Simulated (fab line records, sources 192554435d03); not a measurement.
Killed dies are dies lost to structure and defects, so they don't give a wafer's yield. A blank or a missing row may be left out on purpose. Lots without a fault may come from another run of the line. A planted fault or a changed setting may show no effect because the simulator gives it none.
Split-lot experiment | flow n5_finfet | 7 lots, 39 wafers read, on a route of 1938 steps

THE SPLIT
At N5_BEOL_M14_SPUTTER_43 (material TaN, target thk 15 nm, time 24.19 s), the setting target_thk_a was moved away from the recipe's 150 angstrom on 15 of the 39 wafers read, by -30.1% to +42.9%. The other wafers ran this setting at the recipe's value.

FROM THE SPLIT TO THE READING: what the file shows between them, 4 steps
- N5_BEOL_M14_SPUTTER_44: material Ta, target thk 15 nm, time 24.19 s
- N5_BEOL_M14_SPUTTER_45: material Cu, target thk 100 nm, time 16.67 s
- N5_BEOL_M14_ECD_47: material Cu, target thk 1248 nm
- N5_BEOL_M14_ANNEAL_48: time 90 s

THE READING
barrier_field_endpoint_s, in s, at N5_BEOL_M14_CMP_49 (polishes, stops on SiO2, t overpolish 5.2 s, target thk 560 nm). Fault-free wafers of this fab line usually give 11.3 s, standard deviation 0.33 s.

wafer  | tool, chamber at the split | target_thk_a as run, angstrom | against the recipe | barrier_field_endpoint_s, s | against lot-mates on the recipe
L082.4 | pvd_sputter-03, -          | 110                           | -26.7%             | 9.8                         | -1.7
L082.2 | pvd_sputter-03, -          | 110                           | -26.7%             | 10.3                        | -1.2
L082.3 | pvd_sputter-03, -          | 150                           | recipe             | 11.4                        | -
L082.1 | pvd_sputter-03, -          | 110                           | -26.7%             | 10.1                        | -1.4
L082.6 | pvd_sputter-03, -          | 150                           | recipe             | 11.4                        | -
L082.5 | pvd_sputter-03, -          | 150                           | recipe             | 11.8                        | -
L080.2 | pvd_sputter-01, -          | 114.2                         | -23.9%             | 10.1                        | -1.1
L080.1 | pvd_sputter-01, -          | 150                           | recipe             | 11.0                        | -
L080.4 | pvd_sputter-01, -          | 114.2                         | -23.9%             | 9.5                         | -1.7
L080.3 | pvd_sputter-01, -          | 114.2                         | -23.9%             | 9.9                         | -1.3
L080.5 | pvd_sputter-01, -          | 150                           | recipe             | 11.4                        | -
L080.6 | pvd_sputter-01, -          | 150                           | recipe             | 11.1                        | -
L088.2 | pvd_sputter-03, -          | 214.3                         | +42.9%             | 13.7                        | +2.8
L088.1 | pvd_sputter-03, -          | 150                           | recipe             | 10.7                        | -
L088.3 | pvd_sputter-03, -          | 214.3                         | +42.9%             | 13.9                        | +3.0
L088.4 | pvd_sputter-03, -          | 150                           | recipe             | 11.2                        | -
L088.5 | pvd_sputter-03, -          | 214.3                         | +42.9%             | 13.7                        | +2.8
L088.6 | pvd_sputter-03, -          | 150                           | recipe             | 10.7                        | -
L092.2 | pvd_sputter-03, -          | 150                           | recipe             | 11.6                        | -
L092.3 | pvd_sputter-03, -          | 150                           | recipe             | 11.3                        | -
L092.6 | pvd_sputter-03, -          | 150                           | recipe             | 11.7                        | -
L094.1 | pvd_sputter-02, -          | 150                           | recipe             | 11.2                        | -
L094.3 | pvd_sputter-02, -          | 150                           | recipe             | 11.6                        | -
L094.2 | pvd_sputter-02, -          | 104.8                         | -30.1%             | 9.3                         | -2.0
L094.4 | pvd_sputter-02, -          | 104.8                         | -30.1%             | 9.1                         | -2.2
L094.6 | pvd_sputter-02, -          | 104.8                         | -30.1%             | 9.5                         | -1.8
L094.5 | pvd_sputter-02, -          | 150                           | recipe             | 11.1                        | -
L097.1 | pvd_sputter-02, -          | 150                           | recipe             | 11.7                        | -
L097.4 | pvd_sputter-02, -          | 202.7                         | +35.1%             | 13.0                        | +1.6
L097.3 | pvd_sputter-02, -          | 202.7                         | +35.1%             | 13.7                        | +2.3
L097.2 | pvd_sputter-02, -          | 150                           | recipe             | 11.1                        | -
L097.5 | pvd_sputter-02, -          | 202.7                         | +35.1%             | 13.4                        | +2.0
L097.6 | pvd_sputter-02, -          | 150                           | recipe             | 11.3                        | -
L095.4 | pvd_sputter-02, -          | 150                           | recipe             | 11.2                        | -
L095.3 | pvd_sputter-02, -          | 150                           | recipe             | 11.7                        | -
L095.2 | pvd_sputter-02, -          | 150                           | recipe             | 11.3                        | -
L095.1 | pvd_sputter-02, -          | 150                           | recipe             | 11.1                        | -
L095.5 | pvd_sputter-02, -          | 150                           | recipe             | 11.7                        | -
L095.6 | pvd_sputter-02, -          | 150                           | recipe             | 11.6                        | -

THE FIT
A straight line over all 39 wafers: barrier_field_endpoint_s changes by +0.0583 s for each +1% of target_thk_a; r = +0.97; the points scatter about the line by 0.3 s.
The same after taking each lot's own level away (the mean of its wafers on the recipe; 39 wafers): +0.0619 s for each +1%; r = +0.98; scatter 0.25 s.
On that fit, the largest move of target_thk_a shifts the reading by 2.7 s.
The lots' own levels span 10.87 to 11.53 s, that is 2.0 times the standard deviation above.
So the lot-to-lot level changes the slope little: the two slopes agree.
Check: with one of the wafers moved furthest among these (+42.9%) left out of the fit, the line predicts +2.65 s for it against its lot-mates. It came out at +2.83 s against them.

THE WHOLE CHAIN: every reading that the file lists as answering this split, in the file's order
step                   | what it does                                                   | reading                                                                            | change (the file's fit)               | r (the file's)
N5_BEOL_M14_SPUTTER_43 | material TaN, target thk 15 nm, time 24.19 s                   | TaN_of_BEOL_M14_SPUTTER_43.thk_nm (the simulator's own value, which no gauge read) | +0.154 nm for each +1% of the setting | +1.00
N5_BEOL_M14_CMP_49     | polishes, stops on SiO2, t overpolish 5.2 s, target thk 560 nm | barrier_field_endpoint_s                                                           | +0.0615 s for each +1% of the setting | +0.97

THE FILE'S OWN FIT
barrier_field_endpoint_s changes by +0.0615 s for each +1% of target_thk_a, r = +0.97.
